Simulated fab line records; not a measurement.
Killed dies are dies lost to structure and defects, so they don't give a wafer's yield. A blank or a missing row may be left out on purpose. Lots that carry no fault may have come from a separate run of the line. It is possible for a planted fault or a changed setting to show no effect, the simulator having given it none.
Split-lot trial / flow n5_finfet / route with 1938 steps; 7 lots, 21 wafers read

== SPLIT DETAILS ==
At N5_HKMG_FIN_ETCH_54 (etches SiARC in CF4, target depth 45.5 nm, time 75.8 s), the setting bias_w was moved away from the recipe's 36 W on 6 of the 21 wafers read, by -16.0% to +13.5%. This setting was run at the recipe's value on the other wafers.

The reading is taken at the split's own step.

== THE READING ==
rf_vpp_V, in V, at N5_HKMG_FIN_ETCH_54 (etches SiARC in CF4, target depth 45.5 nm, time 75.8 s). A value of 184.2 V with a standard deviation of 1.2 V is what fault-free wafers of this fab line usually give.

wafer=L077.2; tool, chamber at the split=rie_diel-01, 1; bias_w as run, W=36; against the recipe=recipe; rf_vpp_V, V=182.1; against lot-mates on the recipe=-
wafer=L077.3; tool, chamber at the split=rie_diel-01, 3; bias_w as run, W=36; against the recipe=recipe; rf_vpp_V, V=185.6; against lot-mates on the recipe=-
wafer=L077.5; tool, chamber at the split=rie_diel-01, 3; bias_w as run, W=30.24; against the recipe=-16.0%; rf_vpp_V, V=166.3; against lot-mates on the recipe=-17.5
wafer=L080.2; tool, chamber at the split=rie_diel-04, 2; bias_w as run, W=38.63; against the recipe=+7.3%; rf_vpp_V, V=193.1; against lot-mates on the recipe=+7.7
wafer=L080.4; tool, chamber at the split=rie_diel-04, 2; bias_w as run, W=36; against the recipe=recipe; rf_vpp_V, V=185.3; against lot-mates on the recipe=-
wafer=L080.6; tool, chamber at the split=rie_diel-04, 1; bias_w as run, W=36; against the recipe=recipe; rf_vpp_V, V=185.6; against lot-mates on the recipe=-
wafer=L083.3; tool, chamber at the split=rie_diel-04, 2; bias_w as run, W=36; against the recipe=recipe; rf_vpp_V, V=183.9; against lot-mates on the recipe=-
wafer=L083.5; tool, chamber at the split=rie_diel-04, 2; bias_w as run, W=36; against the recipe=recipe; rf_vpp_V, V=183.3; against lot-mates on the recipe=-
wafer=L083.6; tool, chamber at the split=rie_diel-04, 3; bias_w as run, W=40.85; against the recipe=+13.5%; rf_vpp_V, V=199.9; against lot-mates on the recipe=+16.3
wafer=L090.1; tool, chamber at the split=rie_diel-04, 1; bias_w as run, W=30.96; against the recipe=-14.0%; rf_vpp_V, V=166.7; against lot-mates on the recipe=-18.2
wafer=L090.3; tool, chamber at the split=rie_diel-04, 3; bias_w as run, W=36; against the recipe=recipe; rf_vpp_V, V=183.9; against lot-mates on the recipe=-
wafer=L090.6; tool, chamber at the split=rie_diel-04, 0; bias_w as run, W=36; against the recipe=recipe; rf_vpp_V, V=186.0; against lot-mates on the recipe=-
wafer=L095.1; tool, chamber at the split=rie_diel-01, 3; bias_w as run, W=36; against the recipe=recipe; rf_vpp_V, V=186.0; against lot-mates on the recipe=-
wafer=L095.2; tool, chamber at the split=rie_diel-01, 0; bias_w as run, W=36; against the recipe=recipe; rf_vpp_V, V=182.1; against lot-mates on the recipe=-
wafer=L095.5; tool, chamber at the split=rie_diel-01, 2; bias_w as run, W=36; against the recipe=recipe; rf_vpp_V, V=183.6; against lot-mates on the recipe=-
wafer=L096.2; tool, chamber at the split=rie_diel-01, 2; bias_w as run, W=39.03; against the recipe=+8.4%; rf_vpp_V, V=196.1; against lot-mates on the recipe=+10.5
wafer=L096.3; tool, chamber at the split=rie_diel-01, 3; bias_w as run, W=36; against the recipe=recipe; rf_vpp_V, V=185.2; against lot-mates on the recipe=-
wafer=L096.6; tool, chamber at the split=rie_diel-01, 3; bias_w as run, W=36; against the recipe=recipe; rf_vpp_V, V=186.1; against lot-mates on the recipe=-
wafer=L097.1; tool, chamber at the split=rie_diel-04, 2; bias_w as run, W=36; against the recipe=recipe; rf_vpp_V, V=182.6; against lot-mates on the recipe=-
wafer=L097.2; tool, chamber at the split=rie_diel-04, 0; bias_w as run, W=32.74; against the recipe=-9.1%; rf_vpp_V, V=174.0; against lot-mates on the recipe=-10.1
wafer=L097.3; tool, chamber at the split=rie_diel-04, 3; bias_w as run, W=36; against the recipe=recipe; rf_vpp_V, V=185.7; against lot-mates on the recipe=-

FIT RESULTS
A straight line over all 21 wafers: rf_vpp_V changes by +1.2 V for each +1% of bias_w; r = +0.99; the points scatter about the line by 1.4 V.
The same after taking each lot's own level away (the mean of its wafers on the recipe; 21 wafers): +1.18 V for each +1%; r = +0.99; scatter 1.2 V.
On that fit, the largest move of bias_w shifts the reading by 19 V.
Measured against the standard deviation above, the lots' own levels, which go from 183.60 to 185.65 V, span 1.7 times it.
Hence the lot-to-lot level has little effect on the slope; both slopes agree.
Check: for one of the wafers moved furthest among these (-16.0%), held out of the fit, the line's prediction against its lot-mates is -19.6 V. It came out at -17.5 V against them.
Tool readings at the split's step, against how far the setting was moved: rf_vpp_V r = +0.99.

== FURTHER SPLITS ON THESE WAFERS ==
Other splits were also applied to these wafers ahead of the reading. Each is held against what the fit with the lots' levels taken away leaves over:
other split on the same wafers=N5_WELL_APT_COAT_02 spin_rpm; wafers away from the commonest value=8; r with rf_vpp_V (lot level and that fit taken away)=+0.12
other split on the same wafers=N5_WELL_APT_PEB_23 peb_time_s; wafers away from the commonest value=7; r with rf_vpp_V (lot level and that fit taken away)=+0.04
other split on the same wafers=N5_WELL_APT_DEVELOP_24 develop_time_s; wafers away from the commonest value=8; r with rf_vpp_V (lot level and that fit taken away)=-0.19
other split on the same wafers=N5_FIN_SAQP_FIN_ETCH_36 icp_w; wafers away from the commonest value=8; r with rf_vpp_V (lot level and that fit taken away)=+0.19
other split on the same wafers=N5_FIN_CUT_COAT_19 spin_rpm; wafers away from the commonest value=6; r with rf_vpp_V (lot level and that fit taken away)=-0.37
other split on the same wafers=N5_DUMMY_GATE_ETCH_32 time_s; wafers away from the commonest value=10; r with rf_vpp_V (lot level and that fit taken away)=+0.24
other split on the same wafers=N5_SDB_ALD_29 ald_cycles; wafers away from the commonest value=3; r with rf_vpp_V (lot level and that fit taken away)=+0.11
other split on the same wafers=N5_HKMG_FIN_PEB_47 peb_time_s; wafers away from the commonest value=7; r with rf_vpp_V (lot level and that fit taken away)=+0.15

== THE FILE'S OWN FIT ==
rf_vpp_V changes by +1.18 V for each +1% of bias_w, r = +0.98.
